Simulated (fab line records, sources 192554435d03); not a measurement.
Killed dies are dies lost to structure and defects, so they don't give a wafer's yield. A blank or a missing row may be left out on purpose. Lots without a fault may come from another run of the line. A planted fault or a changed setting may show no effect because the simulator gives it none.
Problem report in the 8D (eight disciplines) form, filled by code | flow n5_finfet | the parts of the form that need people (team, actions taken, sign-off) are left out

1. THE PROBLEM
cd_nm at N5_PASSIVATION_CD_MEAS_30 reads a mean of 4019.4 nm on 3 wafers of 1 lot; wafers without a fault read 4000.9 nm with a standard deviation of 2.3. That is +8.1 standard deviations from the usual mean.
The step: target cd 4000 nm.
First seen on wafer L688.1, day 16 16:12, on cd_sem-01. The record holds 31 wafers of 11 lots with a number at this step. Rule for "out", or "out of limits": more than 4 standard deviations from the usual mean. The other wafers with a number count as sound.

2. WHAT IT IS AND WHAT IT IS NOT
question                    | is                     | is not
which readings at this step | cd_nm                  | -
which lots                  | L688                   | L671, L676, L678, L681, L683, L684, L685, L691, L692, L693
which wafers of those lots  | all that have a number | -
read on which gauges        | cd_sem-01              | cd_sem-03
when                        | from day 16 16:12      | up to then (20 sound wafers); but 8 sound wafers of L691, L692, L693 came after

3. SUSPECTS, AND WHAT RULES EACH OUT
Counting: a tool at a process step up to the reading stays a suspect if it ran every lot that is out and no sound lot after the first of them.
- the gauge at N5_PASSIVATION_CD_MEAS_30: kept. All the wafers that are out were read on cd_sem-01, and no step on other tools shows them out.
- rie_diel-02 at N5_MIM_TOP_ETCH_STRIP_01 (strips in O2): kept. It ran the lot that is out, L688 (day 16 12:38), and no sound lot after that; its last sound lot up to then is L685 (day 15 11:07).
- rie_metal-02 at N5_MIM_BOT_ETCH_ETCH_00 (etches TiN in Cl2/BCl3, target depth 45.5 nm): ruled out as a lasting fault. Sound lots L691 ran on it after its first lot that is out, L688 (day 16 13:23).
- krf_scanner-02 at N5_PASSIVATION_EXPOSE_27 (exposes mask PAD, defocus 0 nm): kept. It ran the lot that is out, L688 (day 16 16:01), and no sound lot after that; its last sound lot up to then is L678 (day 13 18:12).
Left after counting: rie_diel-02 at N5_MIM_TOP_ETCH_STRIP_01, krf_scanner-02 at N5_PASSIVATION_EXPOSE_27, cd_sem-01 at N5_PASSIVATION_CD_MEAS_30.

4. THE CAUSE (what the simulator had put in)
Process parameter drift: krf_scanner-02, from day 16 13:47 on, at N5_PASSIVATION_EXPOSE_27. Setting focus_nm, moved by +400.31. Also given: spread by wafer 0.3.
Counting left 3 suspects, and this tool is among them.

5. THE CHAIN OF EFFECTS, in route order
Each row: a reading whose mean over the struck wafers that have a number lies more than 3 standard deviations from the usual. Only readings for which the record gives a usual standard deviation are gone through. hours: the time from each lot's start at the first step in this table that gives one to its start at this step, as a median over the lots. sigmas: the change in usual standard deviations.
hours | step                      | reading | usual     | on struck wafers | change | sigmas
0     | N5_PASSIVATION_CD_MEAS_30 | cd_nm   | 4000.9 nm | 4019.4           | +18.5  | +8.1

6. WHAT WOULD HAVE CAUGHT IT SOONER
In this record the first reading out of limits at a measuring or inspecting step was taken at day 16 16:12, 2 hours after the fault began at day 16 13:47.
All the lots that are out (1) had begun N5_PASSIVATION_EXPOSE_27 on krf_scanner-02 by day 16 16:12. A hold on the tool at that time would have spared none of them.
